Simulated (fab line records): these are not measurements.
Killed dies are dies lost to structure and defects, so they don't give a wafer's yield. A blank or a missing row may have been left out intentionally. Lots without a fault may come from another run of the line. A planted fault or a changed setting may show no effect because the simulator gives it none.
fab line records ; flow n5-finfet
record: lots: 7; wafers: 18; last-day: 17
route steps=1938 shown BEOL_M5@1149 PASSIVATION@1936
lots that met no fault: from a run of the same line without faults
start-h: hours from the record's first day to the start of the lot's first wafer shown ; wait-h: time in hours since the lot's previous step ; " same as the row above ; L1.1+2: one row covering several wafers at once ; - no value, or no start was given ; * or withheld: withheld ; < > ~ a bound
route shown NAME@n: names a module that has steps shown in the file, with the first one's number in the route ; usual: mean/standard deviation taken from wafers without a fault ; same: alike in all rows ; chamber/n: place in a boat ; sites: readings site by site ; _std_site: their standard deviation ; _edge_site: mean of outer sites minus mean of inner sites ; radius-mm: for every site, how far away it sits from the centre of the wafer ; mask NAME#n: copy n ; behind: the tool/chamber that last shaped the wafer ; hold: why the lot went on hold/how many hours it stayed there/how the hold came to an end ; device: the n, p or np transistor that did not switch ; end of line: tests run on the same wafers once the route is complete ; a step given without rows: its recipe and nothing more ; killed: not the wafer's yield, but the dies lost to structure and defects at the first sort ; map: shows each die of a wafer: x if killed, . if not, _ if none is there
set.NAME: the setting that was run; set.NAME@STEP: the one run at that earlier step ; model.NAME: the simulator's own value behind a step, which no gauge read
lots seen at some steps along the route; tables by step, rows by wafer
services: when a tool's chamber went out of use (start-h, in hours from the record's first day, below 0 if earlier), for how many hours, and the reason
== steps ==
step: N5_BEOL_M5_OVL_MEAS_29
recipe: points-per-wafer: 522
usual: V4_OVL: -0.2/0.67
lot.wafer;tool;chamber;start-h;wait-h;V4_OVL[nm]
L494.2;overlay-02;0;181.56;0.0;-0.5
L494.5;overlay-02;0;181.56;0.0;-1.2
L494.6;overlay-02;0;181.56;0.0;-1.3
L495.1;overlay-01;0;190.26;0.0;-0.6
L495.4;overlay-01;0;190.26;0.0;-0.2
L495.6;overlay-01;0;190.26;0.0;-0.1
L504.1;overlay-01;0;251.24;0.0;-1.1
L504.5;overlay-01;0;251.24;0.0;-0.3
L504.6;overlay-01;0;251.24;0.0;-0.2
L506.2;overlay-02;0;251.30;0.0;-0.4
L506.3;overlay-02;0;251.30;0.0;-0.4
L505.2;overlay-01;0;259.84;0.0;0.6
L505.6;overlay-01;0;259.84;0.0;0.4
L508.2;overlay-02;0;263.48;0.0;0.6
L508.6;overlay-02;0;263.48;0.0;1.1
L514.2;overlay-01;0;315.00;0.0;-1.3
L514.5;overlay-01;0;315.00;0.0;-0.5
L514.6;overlay-01;0;315.00;0.0;-0.8
step: N5_BEOL_M5_INSPECT_30
recipe: mode: adi; inspect-instrument: brightfield
usual: raw-defect-count: 422/100
lot.wafer;tool;chamber;start-h;wait-h;raw-defect-count
L494.2;defect-inspect-02;-;181.62;0.0;368
L494.5;defect-inspect-02;-;181.62;0.0;298
L494.6;defect-inspect-02;-;181.62;0.0;315
L495.1;defect-inspect-01;-;190.32;0.1;312
L495.4;defect-inspect-01;-;190.32;0.1;336
L495.6;defect-inspect-01;-;190.32;0.1;371
L504.1;defect-inspect-02;-;251.30;0.1;381
L504.5;defect-inspect-02;-;251.30;0.1;406
L504.6;defect-inspect-02;-;251.30;0.1;374
L506.2;defect-inspect-02;-;251.35;0.0;275
L506.3;defect-inspect-02;-;251.35;0.0;429
L505.2;defect-inspect-02;-;259.90;0.0;426
L505.6;defect-inspect-02;-;259.90;0.0;424
L508.2;defect-inspect-01;-;263.53;0.0;545
L508.6;defect-inspect-01;-;263.53;0.0;496
L514.2;defect-inspect-02;-;315.06;0.0;338
L514.5;defect-inspect-02;-;315.06;0.0;327
L514.6;defect-inspect-02;-;315.06;0.0;242
step: N5_BEOL_M5_DESCUM_33
recipe: chemistry: O2; time-s: 7; source-power-w: 50; bias-power-w: 20; pressure-mtorr: 20; rf-frequency-hz: 2.712e+07; temp-c: 40; resist: CAR-EUV; o2-flow-sccm: 225
step: N5_BEOL_M5_ETCH_75
recipe: chemistry: N2/H2; target: underlayer; target-depth-a: 65; mask-material: CAR-EUV; time-s: 5.2; ion-energy-ev: 200; pressure-mtorr: 30; source-w: 840; bias-w: 150; n2-flow-sccm: 200; h2-flow-sccm: 200; ends: cleared
usual: drypump-motor-current-A: 5.5/0.48; etch-rf-on-time-s: 5.22/0.097; oes-product-au: 0.64/0.048; rf-vpp-V: 524/3.5; showerhead-plenum-p-Torr: 2.54/0.12; throttle-valve-pct: 17.95/0.24
lot.wafer;tool;chamber;start-h;wait-h;drypump-motor-current-A;etch-rf-on-time-s;oes-product-au;rf-hours-counter-h;rf-vpp-V;showerhead-plenum-p-Torr;throttle-valve-pct
L494.2;rie-diel-02;0;181.68;0.0;5.3;5.24;0.63;168;522;2.55;18.23
L494.5;rie-diel-02;2;181.68;0.0;6.0;5.06;0.67;-;520;2.34;18.07
L494.6;rie-diel-02;3;181.68;0.0;5.6;5.19;0.74;-;528;2.67;17.66
L495.1;rie-diel-03;1;190.39;0.0;5.2;5.24;0.63;156;523;2.53;18.14
L495.4;rie-diel-03;2;190.39;0.0;6.4;5.13;0.63;158;528;2.65;17.74
L495.6;rie-diel-03;1;190.39;0.0;5.2;5.23;0.63;-;524;2.53;18.13
L504.1;rie-diel-03;2;251.37;0.0;6.4;5.19;0.63;177;525;2.65;17.77
L504.5;rie-diel-03;1;251.37;0.0;5.2;5.31;0.61;-;523;2.52;18.16
L504.6;rie-diel-03;0;251.37;0.0;5.3;5.23;0.61;-;523;2.51;18.05
L506.2;rie-diel-02;1;251.62;0.0;4.9;5.28;0.59;224;520;2.40;17.55
L506.3;rie-diel-02;0;251.62;0.0;5.3;5.32;0.61;190;521;2.54;18.28
L505.2;rie-diel-02;0;260.11;0.0;5.3;5.33;0.61;193;522;2.54;18.28
L505.6;rie-diel-02;1;260.11;0.0;4.9;5.31;0.59;-;521;2.40;17.54
L508.2;rie-diel-02;1;263.60;0.0;4.9;5.33;0.59;227;520;2.40;17.57
L508.6;rie-diel-02;3;263.60;0.0;5.6;5.24;0.70;-;530;2.66;17.70
L514.2;rie-diel-03;2;315.61;0.0;6.4;5.19;0.61;196;527;2.64;17.82
L514.5;rie-diel-03;3;315.61;0.0;5.8;5.30;0.63;-;528;2.66;18.01
L514.6;rie-diel-03;0;315.61;0.0;5.3;5.18;0.60;-;523;2.50;18.09
step: N5_BEOL_M5_ETCH_67
recipe: chemistry: CF4; target: SiARC; target-depth-a: 156; mask-material: CAR-EUV; time-s: 26; ion-energy-ev: 80; pressure-mtorr: 40; source-w: 545; bias-w: 36; Ar_flow_sccm: 100; cf4-flow-sccm: 100; ends: cleared
usual: drypump-motor-current-A: 5.5/0.48; etch-rf-on-time-s: 26.2/0.47; mfc-ar-sccm: 99.97/0.29; oes-product-au: 0.64/0.048; rf-vpp-V: 184.0/1.5; showerhead-plenum-p-Torr: 2.14/0.093; throttle-valve-pct: 15.72/0.2
lot.wafer;tool;chamber;start-h;wait-h;drypump-motor-current-A;etch-rf-on-time-s;mfc-ar-sccm;oes-product-au;rf-hours-counter-h;rf-vpp-V;showerhead-plenum-p-Torr;throttle-valve-pct
L494.2;rie-diel-02;0;181.70;0.0;5.3;26.8;100.12;0.61;168;185.8;2.13;15.82
L494.5;rie-diel-02;2;181.70;0.0;6.1;25.8;99.91;0.67;-;181.9;1.99;15.87
L494.6;rie-diel-02;3;181.70;0.0;5.6;26.2;100.09;0.73;-;183.9;2.26;15.51
L495.1;rie-diel-03;1;190.40;0.0;5.2;26.2;100.01;0.62;156;184.1;2.14;15.85
L495.4;rie-diel-03;2;190.40;0.0;6.4;26.2;99.87;0.63;158;183.3;2.22;15.48
L495.6;rie-diel-03;1;190.40;0.0;5.2;26.3;99.98;0.62;-;182.5;2.14;15.85
L504.1;rie-diel-03;2;251.39;0.0;6.4;26.5;100.27;0.61;177;184.2;2.22;15.52
L504.5;rie-diel-03;1;251.39;0.0;5.2;26.3;100.41;0.61;-;184.5;2.14;15.89
L504.6;rie-diel-03;0;251.39;0.0;5.3;26.2;99.89;0.62;-;184.0;2.14;16.01
L506.2;rie-diel-02;1;251.64;0.0;4.9;26.5;100.14;0.60;224;182.3;2.04;15.40
L506.3;rie-diel-02;0;251.64;0.0;5.3;26.7;100.10;0.61;190;183.1;2.13;15.87
L505.2;rie-diel-02;0;260.12;0.0;5.3;26.3;100.66;0.61;193;182.7;2.13;15.87
L505.6;rie-diel-02;1;260.12;0.0;4.9;26.8;99.87;0.59;-;180.6;2.04;15.41
L508.2;rie-diel-02;1;263.62;0.0;4.9;26.5;99.71;0.59;227;183.6;2.04;15.41
L508.6;rie-diel-02;3;263.62;0.0;5.6;26.4;99.79;0.70;-;186.2;2.25;15.56
L514.2;rie-diel-03;2;315.63;0.0;6.4;26.7;99.86;0.60;196;185.6;2.21;15.54
L514.5;rie-diel-03;3;315.63;0.0;5.8;26.8;99.93;0.62;-;185.1;2.22;15.74
L514.6;rie-diel-03;0;315.63;0.0;5.3;25.9;99.94;0.61;-;183.1;2.13;16.05
step: N5_BEOL_M5_ETCH_68
recipe: chemistry: N2/H2; target: SOC; target-depth-a: 800; overetch-a: 160; mask-material: SiARC; temp-c: 40; time-s: 120; ion-energy-ev: 200; pressure-mtorr: 30; source-w: 840; bias-w: 150; n2-flow-sccm: 200; h2-flow-sccm: 200
usual: drypump-motor-current-A: 5.5/0.48; oes-product-au: 0.58/0.04; rf-vpp-V: 524/3.4; showerhead-plenum-p-Torr: 2.54/0.12; throttle-valve-pct: 17.91/0.24
lot.wafer;tool;chamber;start-h;wait-h;drypump-motor-current-A;oes-product-au;rf-hours-counter-h;rf-vpp-V;showerhead-plenum-p-Torr;throttle-valve-pct
L494.2;rie-diel-02;0;181.73;0.0;5.3;0.56;168;525;2.55;18.21
L494.5;rie-diel-02;2;181.73;0.0;6.0;0.60;-;519;2.34;18.02
L494.6;rie-diel-02;3;181.73;0.0;5.6;0.65;-;527;2.67;17.61
L495.1;rie-diel-03;1;190.43;0.0;5.2;0.57;156;525;2.53;18.07
L495.4;rie-diel-03;2;190.43;0.0;6.5;0.58;158;527;2.65;17.72
L495.6;rie-diel-03;1;190.43;0.0;5.2;0.57;-;525;2.53;18.07
L504.1;rie-diel-03;2;251.41;0.0;6.5;0.57;177;526;2.65;17.73
L504.5;rie-diel-03;1;251.41;0.0;5.2;0.55;-;521;2.52;18.10
L504.6;rie-diel-03;0;251.41;0.0;5.3;0.56;-;523;2.51;18.02
L506.2;rie-diel-02;1;251.67;0.0;4.9;0.54;224;520;2.40;17.51
L506.3;rie-diel-02;0;251.67;0.0;5.3;0.56;190;523;2.54;18.26
L505.2;rie-diel-02;0;260.15;0.0;5.3;0.55;193;524;2.54;18.24
L505.6;rie-diel-02;1;260.15;0.0;4.9;0.54;-;520;2.40;17.53
L508.2;rie-diel-02;1;263.65;0.0;4.9;0.53;227;521;2.40;17.48
L508.6;rie-diel-02;3;263.65;0.0;5.6;0.64;-;529;2.66;17.67
L514.2;rie-diel-03;2;315.66;0.0;6.5;0.55;196;527;2.64;17.77
L514.5;rie-diel-03;3;315.66;0.0;5.9;0.57;-;526;2.66;17.98
L514.6;rie-diel-03;0;315.66;0.0;5.3;0.54;-;523;2.50;18.05
step: N5_BEOL_M5_STRIP_69
recipe: chemistry: N2/H2; temp-c: 40; n2-flow-sccm: 200; h2-flow-sccm: 200; rf-frequency-hz: 6e+07
step: N5_BEOL_M5_STRIP_76
recipe: chemistry: N2/H2; temp-c: 40; n2-flow-sccm: 200; h2-flow-sccm: 200; rf-frequency-hz: 6e+07
step: N5_BEOL_M5_VIA_ETCH_34
recipe: chemistry: C4F6/O2; target: SiCOH_lowk; target-depth-a: 883; mask-material: SOC; taper-deg: 4; time-s: 39.2; ion-energy-ev: 250; pressure-mtorr: 30; source-w: 345; bias-w: 185; Ar_flow_sccm: 300; C4F6_flow_sccm: 10; O2_flow_sccm: 10
step: N5_BEOL_M5_STRIP_85
recipe: chemistry: C4F6/O2; resist: SiARC; rf-frequency-hz: 6e+07
step: N5_BEOL_M5_STRIP_36
recipe: chemistry: N2/H2; power-w: 450; temp-c: 40; pressure-mtorr: 20; rf-frequency-hz: 6e+07; overash-fraction: 0.3; bias-power-w: 7; h2-frac: 0.5; n2-flow-sccm: 200; h2-flow-sccm: 200
step: N5_BEOL_M5_TRENCH_ETCH_37
recipe: chemistry: C4F6/O2; target-depth-a: 716.52; target: SiCOH_lowk; time-s: 24.7; ion-energy-ev: 250; pressure-mtorr: 30; source-w: 345; bias-w: 185; Ar_flow_sccm: 300; C4F6_flow_sccm: 10; O2_flow_sccm: 10
usual: drypump-motor-current-A: 5.5/0.48; mfc-ar-sccm: 300.0/0.93; oes_ar_750_au: 0.76/0.053; oes-product-au: 0.75/0.057; rf-vpp-V: 663/12; showerhead-plenum-p-Torr: 2.86/0.12; throttle-valve-pct: 21.07/0.22
lot.wafer;tool;chamber;start-h;wait-h;drypump-motor-current-A;mfc-ar-sccm;oes_ar_750_au;oes-product-au;rf-hours-counter-h;rf-vpp-V;showerhead-plenum-p-Torr;throttle-valve-pct
L494.2;rie-diel-02;0;-;-;5.3;300.8;0.74;0.73;168;663;2.86;21.25
L494.5;rie-diel-02;2;-;-;6.1;301.4;0.78;0.78;-;661;2.64;21.25
L494.6;rie-diel-02;3;-;-;5.6;300.0;0.87;0.86;-;665;3.02;20.97
L495.1;rie-diel-03;1;-;-;5.2;300.4;0.73;0.73;156;643;2.85;21.25
L495.4;rie-diel-03;2;-;-;6.5;301.8;0.74;0.74;158;684;2.95;20.73
L495.6;rie-diel-03;1;-;-;5.2;299.8;0.74;0.74;-;642;2.85;21.24
L504.1;rie-diel-03;2;-;-;6.4;300.9;0.73;0.73;177;686;2.95;20.76
L504.5;rie-diel-03;1;-;-;5.2;300.6;0.72;0.71;-;642;2.85;21.28
L504.6;rie-diel-03;0;-;-;5.3;299.8;0.73;0.72;-;645;2.83;21.24
L506.2;rie-diel-02;1;-;-;4.9;299.5;0.71;0.68;224;666;2.72;20.71
L506.3;rie-diel-02;0;-;-;5.3;299.9;0.73;0.71;190;663;2.85;21.30
L505.2;rie-diel-02;0;-;-;5.3;300.1;0.72;0.71;193;663;2.85;21.28
L505.6;rie-diel-02;1;-;-;4.9;301.2;0.70;0.69;-;669;2.72;20.71
L508.2;rie-diel-02;1;-;-;4.9;300.7;0.70;0.69;227;667;2.72;20.71
L508.6;rie-diel-02;3;-;-;5.6;299.0;0.82;0.82;-;665;3.01;21.02
L514.2;rie-diel-03;2;-;-;6.5;298.2;0.71;0.71;196;683;2.94;20.81
L514.5;rie-diel-03;3;-;-;5.8;300.1;0.73;0.73;-;682;2.95;21.04
L514.6;rie-diel-03;0;-;-;5.3;299.8;0.71;0.71;-;644;2.82;21.27
step: N5_BEOL_M5_ETCH_41
recipe: chemistry: CH3F/O2; target: SiCN; target-depth-a: 315; taper-deg: 2; time-s: 56.7; ion-energy-ev: 120; mask-material: TiN; pressure-mtorr: 30; source-w: 395; bias-w: 75; Ar_flow_sccm: 150; CH3F_flow_sccm: 30; O2_flow_sccm: 20
usual: drypump-motor-current-A: 5.5/0.48; mfc-ar-sccm: 150.0/0.39; oes-product-au: 0.75/0.057; rf-vpp-V: 297.4/1.8; showerhead-plenum-p-Torr: 2.01/0.092; throttle-valve-pct: 16.45/0.2
lot.wafer;tool;chamber;start-h;wait-h;drypump-motor-current-A;mfc-ar-sccm;oes-product-au;rf-hours-counter-h;rf-vpp-V;showerhead-plenum-p-Torr;throttle-valve-pct;model.etch.depth-nm
L494.2;rie-diel-02;0;181.94;-;5.3;149.8;0.73;168;297.8;2.01;16.60;21.26
L494.5;rie-diel-02;2;181.94;-;6.1;149.9;0.78;-;294.3;1.85;16.62;21.75
L494.6;rie-diel-02;3;181.94;-;5.6;150.8;0.87;-;299.1;2.13;16.29;21.6
L495.1;rie-diel-03;1;190.65;-;5.2;149.9;0.74;156;297.9;2.00;16.58;21.49
L495.4;rie-diel-03;2;190.65;-;6.4;150.3;0.75;158;299.4;2.08;16.16;21.6
L495.6;rie-diel-03;1;190.65;-;5.2;150.3;0.73;-;297.1;2.00;16.60;21.32
L504.1;rie-diel-03;2;251.63;-;6.4;149.3;0.72;177;298.0;2.07;16.19;21.22
L504.5;rie-diel-03;1;251.63;-;5.2;150.0;0.71;-;295.5;2.00;16.62;21.13
L504.6;rie-diel-03;0;251.63;-;5.3;150.2;0.72;-;296.0;1.99;16.66;21.33
L506.2;rie-diel-02;1;251.88;-;4.9;149.5;0.83;224;296.0;1.91;16.16;27.83
L506.3;rie-diel-02;0;251.88;-;5.3;150.8;0.71;190;298.2;2.00;16.64;21.08
L505.2;rie-diel-02;0;260.37;-;5.3;150.3;0.85;193;297.3;2.00;16.66;27.71
L505.6;rie-diel-02;1;260.37;-;4.9;149.9;0.69;-;294.9;1.90;16.16;20.87
L508.2;rie-diel-02;1;263.86;-;4.9;149.4;0.83;227;295.0;1.90;16.17;27.74
L508.6;rie-diel-02;3;263.86;-;5.6;150.3;0.83;-;299.5;2.12;16.36;21.22
L514.2;rie-diel-03;2;315.87;-;6.4;150.0;0.72;196;298.9;2.06;16.23;21.39
L514.5;rie-diel-03;3;315.87;-;5.8;150.2;0.73;-;299.3;2.08;16.43;21.02
L514.6;rie-diel-03;0;315.87;-;5.3;150.6;0.72;-;296.9;1.98;16.68;21.42
step: N5_BEOL_M5_STRIP_91
recipe: chemistry: N2/H2; time-s: 10; power-w: 450; temp-c: 40; pressure-mtorr: 20; rf-frequency-hz: 6e+07; bias-power-w: 7; n2-flow-sccm: 200; h2-flow-sccm: 200
usual: drypump-motor-current-A: 5.5/0.48; oes-product-au: 0.76/0.056; rf-vpp-V: 59.0/0.92; showerhead-plenum-p-Torr: 2.54/0.12; throttle-valve-pct: 23.7/0.3
lot.wafer;tool;chamber;start-h;wait-h;drypump-motor-current-A;oes-product-au;rf-hours-counter-h;rf-vpp-V;showerhead-plenum-p-Torr;throttle-valve-pct
L494.2;rie-diel-02;0;-;-;5.3;0.74;168;60.0;2.55;24.1
L494.5;rie-diel-02;2;-;-;6.1;0.79;-;56.5;2.34;23.9
L494.6;rie-diel-02;3;-;-;5.6;0.86;-;57.9;2.67;23.4
L495.1;rie-diel-03;1;-;-;5.2;0.74;156;58.0;2.53;24.0
L495.4;rie-diel-03;2;-;-;6.5;0.75;158;59.1;2.65;23.6
L495.6;rie-diel-03;1;-;-;5.2;0.74;-;59.5;2.53;24.0
L504.1;rie-diel-03;2;-;-;6.5;0.73;177;58.4;2.64;23.6
L504.5;rie-diel-03;1;-;-;5.2;0.72;-;59.2;2.52;24.0
L504.6;rie-diel-03;0;-;-;5.3;0.72;-;60.7;2.51;23.6
L506.2;rie-diel-02;1;-;-;4.9;0.69;224;57.6;2.39;23.2
L506.3;rie-diel-02;0;-;-;5.3;0.72;190;58.7;2.54;24.2
L505.2;rie-diel-02;0;-;-;5.3;0.72;193;58.9;2.54;24.2
L505.6;rie-diel-02;1;-;-;4.9;0.68;-;59.3;2.39;23.2
L508.2;rie-diel-02;1;-;-;4.9;0.69;227;58.9;2.39;23.2
L508.6;rie-diel-02;3;-;-;5.6;0.82;-;59.7;2.66;23.4
L514.2;rie-diel-03;2;-;-;6.4;0.71;196;58.8;2.63;23.6
L514.5;rie-diel-03;3;-;-;5.8;0.74;-;59.6;2.65;23.8
L514.6;rie-diel-03;0;-;-;5.3;0.71;-;58.4;2.50;23.7
step: N5_PASSIVATION_PROBE_49
usual: defect-limited-yield: 91.6/1.2; killed_at_M0_to_M3: 33/9.4; killed_at_M4_up: 13/5.2; killed-at-contacts: 13/5.6; killed-at-front-end: 37/9.5; killed-at-other: 4/3.1; killed-dies: 99/15; killed-open: 65/11; killed-short: 32/7.5; sort_bin_5_function: 4.9/0.77; sort_bin_6_memory: 3.1/0.65; sort_bin_8_speed: 0.01/0.056; sort-n-pass: 1081/15; sort-yield-pct: 91.6/1.2
same: gross-dies: 1180; killed-at-back-side: 0; sort_bin_4_leakage[%]: 0
lot.wafer;tool;chamber;start-h;wait-h;defect-limited-yield[%];killed_at_M0_to_M3;killed_at_M4_up;killed-at-contacts;killed-at-front-end;killed-at-other;killed-dies;killed-open;killed-short;sort_bin_5_function[%];sort_bin_6_memory[%];sort_bin_8_speed[%];sort-n-pass;sort-yield-pct[%]
L494.2;prober-02;-;283.23;0.1;91.2;35;25;10;31;3;104;67;36;5.4;3.1;0;1076;91.2
L494.5;prober-02;-;283.38;0.2;92.5;34;8;9;36;2;89;65;23;3.7;3.5;0;1091;92.5
L494.6;prober-02;-;283.43;0.3;90.5;47;16;16;31;2;112;70;41;5.4;3.8;0;1068;90.5
L504.6;prober-02;-;351.18;0.3;89.9;36;11;25;45;2;119;80;38;6.2;3.7;0;1061;89.9
L508.2;prober-01;-;360.15;0.1;92.0;38;9;8;35;4;94;70;24;4.4;3.2;0;1086;92.0
L508.6;prober-01;-;360.35;0.3;91.0;38;8;11;40;9;106;70;36;4.7;3.8;0;1074;91.0
killed by level:class
L494.2 BEOL_M4:geometric-particle:open=12 BEOL_M0_SAQP:geometric-particle:short=9 MOL_CONTACT_COAG:geometric-particle:open=8 BEOL_M2:geometric-particle:open=8 STI_FIN_REVEAL:geometric-particle:open=6 BEOL_M0_SAQP:geometric-particle:open=6 GATE_CUT:geometric-particle:short=5 BEOL_M2:geometric-particle:short=5
L494.5 BEOL_M2:geometric-particle:open=9 MOL_CONTACT_COAG:geometric-particle:open=8 FIN_SAQP:geometric-particle:open=7 BEOL_M0:geometric-particle:open=7 DUMMY_GATE:geometric-particle:open=6 BEOL_M4:geometric-particle:open=6 STI_FIN_REVEAL:geometric-particle:open=5 ILD0:geometric-particle:open=5
L494.6 BEOL_M2:geometric-particle:open=12 MOL_CONTACT_COAG:geometric-particle:open=11 BEOL_M0_SAQP:geometric-particle:short=11 BEOL_M0_SAQP:geometric-particle:open=9 BEOL_M4:geometric-particle:open=8 STI_FIN_REVEAL:geometric-particle:open=7 BEOL_M3:geometric-particle:open=6 GATE_CUT:geometric-particle:short=5
L504.6 MOL_CONTACT_COAG:geometric-particle:open=21 FIN_SAQP:geometric-particle:short=12 STI_FIN_REVEAL:geometric-particle:open=10 BEOL_M0_SAQP:geometric-particle:open=8 FIN_SAQP:geometric-particle:open=6 BEOL_M4:geometric-particle:open=6 BEOL_M1:geometric-particle:open=6 BEOL_M3:geometric-particle:open=6
L508.2 BEOL_M3:geometric-particle:open=10 MOL_CONTACT_COAG:geometric-particle:open=8 BEOL_M0:geometric-particle:open=8 FIN_SAQP:geometric-particle:short=7 FIN_SAQP:geometric-particle:open=6 BEOL_M2:geometric-particle:open=6 STI_FIN_REVEAL:geometric-particle:open=5 BEOL_M0_SAQP:geometric-particle:open=5
L508.6 BEOL_M3:geometric-particle:open=15 FIN_SAQP:geometric-particle:short=14 MOL_CONTACT_COAG:geometric-particle:open=7 STI_FIN_REVEAL:geometric-particle:open=5 BEOL_M0_SAQP:geometric-particle:open=5 BEOL_M2:geometric-particle:open=5 PASS1_CAP:geometric-particle:open=5 FIN_SAQP:geometric-particle:open=4
== services ==
tool;chamber;start-h;hours;kind
rie-diel-03;1;168.76;2.7;repair
rie-diel-03;0;215.28;6.4;repair
rie-diel-02;2;286.38;3.2;repair
== key ==
first-sign none at tools or gauges
model-effect: step: N5_BEOL_M5_ETCH_41; value: etch.depth-nm; without: 20.99; struck: 27.76
met-at N5_BEOL_M5_ETCH_41
struck-wafers L505.2,L506.2,L508.2
onset-between 181.94 251.88
fault: kind: process-parameter-drift; tool: rie-diel-02; chamber: -; onset-h: 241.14; steps: N5_BEOL_M5_ETCH_41; channel: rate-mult; offset: 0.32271; shape: step; end-h: 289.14; scope: struck-wafers-only
